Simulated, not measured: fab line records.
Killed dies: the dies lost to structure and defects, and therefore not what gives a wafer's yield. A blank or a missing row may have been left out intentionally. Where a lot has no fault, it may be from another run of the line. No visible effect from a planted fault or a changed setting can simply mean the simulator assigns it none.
Comparing a struck lot with a sound one | flow n5Finfet | 18 out of 1938 route steps
Sound: the wafers L828.3, L828.5, L828.6. Struck: wafers L847.2, L847.5 (left out: L847.6, a lot-mate that was not struck); the cause follows at the end.
Order at every step that has rows: each side's tool, ch and its chambers, its first start. Under that, the readings that differ: sound wafers | struck wafers | difference of the means | sigmas: that difference in standard deviations of wafers without a fault.
alike: readings with means less than 2 such deviations apart, plus words and numbers identical on both sides. not compared: withheld readings, readings lacking a value on some wafer, bounds such as >300 that could conceal the same value, and numbers that have no deviation in the record and whose values overlap.
Wherever a step has rows on one side only, a row that says differs or no value, or a row with sigmas, the two part there. Numbers that have no deviation but don't overlap get no sigmas and don't part them. A reading missing from all wafers of one side parts the sides only when that side holds two or more wafers.

first, 11 steps without rows for these wafers: N5_BEOL_M1_DESCUM_33 (chemistry O2, time 7 s); N5_BEOL_M1_ETCH_77 (etches underlayer in N2/H2, target depth 6.5 nm, time 5.2 s); N5_BEOL_M1_ETCH_69 (etches SiARC in CF4, target depth 15.6 nm, time 26 s); N5_BEOL_M1_ALD_98 (deposits SiO2, target thk 2.5 nm, pulse time 1 s, co reactant pulse time 1 s); N5_BEOL_M1_ETCHBACK_99 (etches SiO2 in CHF3, target depth 5 nm, time 10.4 s); N5_BEOL_M1_ETCH_70 (etches SOC in N2/H2, target depth 80 nm, overetch 16 nm, time 120 s); N5_BEOL_M1_STRIP_71 (strips in N2/H2); N5_BEOL_M1_STRIP_78 (strips in N2/H2); N5_BEOL_M1_VIA_ETCH_34 (etches the open film in C4F6/O2, target depth 67.8 nm, time 64.4 s); N5_BEOL_M1_STRIP_83 (strips in C4F6/O2); N5_BEOL_M1_STRIP_36 (strips in N2/H2).
N5_BEOL_M1_TRENCH_ETCH_37: etches SiOC in C4F6/O2, target depth 55.207 nm, time 29 s.
  sound on rieDiel-03 ch 0,1, day 6 21:27; struck on rieDiel-03 ch 0,2, day 11 05:50
reading                           | sound             | struck      | difference | sigmas
oesProductAu (a.u.)               | 0.79 0.84 0.78    | 0.72 0.60   | -0.14      | -2
model.BEOL_M1.featureDepthNm (nm) | 54.2 55.4 54.2    | 45 44.2     | -10        | 
model.etch.depthNm (nm)           | 54.27 55.37 54.13 | 45.06 44.15 | -9.98      | 
  alike: biasW, drypumpMotorCurrentA, rfVppV, showerheadPlenumPTorr, throttleValvePct
  not compared: rfHoursCounterH
then, 2 steps without rows for these wafers: N5_BEOL_M1_ETCH_41 (etches SiCN in CH3F/O2, target depth 31.9 nm, time 57.8 s); N5_BEOL_M1_STRIP_97 (strips in N2/H2, time 10 s).
N5_BEOL_M1_OCD_MEAS_38:
  sound on ocd-02, day 6 21:37; struck on ocd-02, day 11 05:59
reading            | sound          | struck    | difference | sigmas
trenchDepthNm (nm) | 54.2 54.7 53.7 | 44.8 44.5 | -9.6       | -11
then, 1 step without rows for these wafers: N5_BEOL_M1_HM_STRIP_39 (strips TiN in peroxide tin strip, target depth 25 nm, time 158 s).
-- a jump in the record: the struck wafers' starts before and after are 2 days apart (it breaks off in module BEOL_M1 and resumes in module BEOL_M4, where the first step shown is number 1111 of the route) --
N5_BEOL_M4_RC_MEAS_101:
  sound on prober-01 ch 0, day 9 03:19; struck on prober-02 ch 0, day 13 08:47
reading        | sound             | struck      | difference | sigmas
IOFF_P (nA/um) | 0.164 0.215 0.192 | 0.281 0.249 | +0.075     | +3
VT_P (mV)      | -253 -250 -253    | -244 -245   | +8         | +2
  alike: DIBL_N, DIBL_P, IOFF_N, ION_N, ION_P, SS_N, SS_P, VT_N
then, 1 step without rows for these wafers: N5_PASSIVATION_PROBE_49.

## WHERE THEY PART
First at N5_BEOL_M1_TRENCH_ETCH_37; last, within this record, at N5_BEOL_M4_RC_MEAS_101.

WHY: whatever the simulator had introduced
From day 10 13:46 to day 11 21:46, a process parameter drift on rieDiel-03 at N5_BEOL_M1_TRENCH_ETCH_37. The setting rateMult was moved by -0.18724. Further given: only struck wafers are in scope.
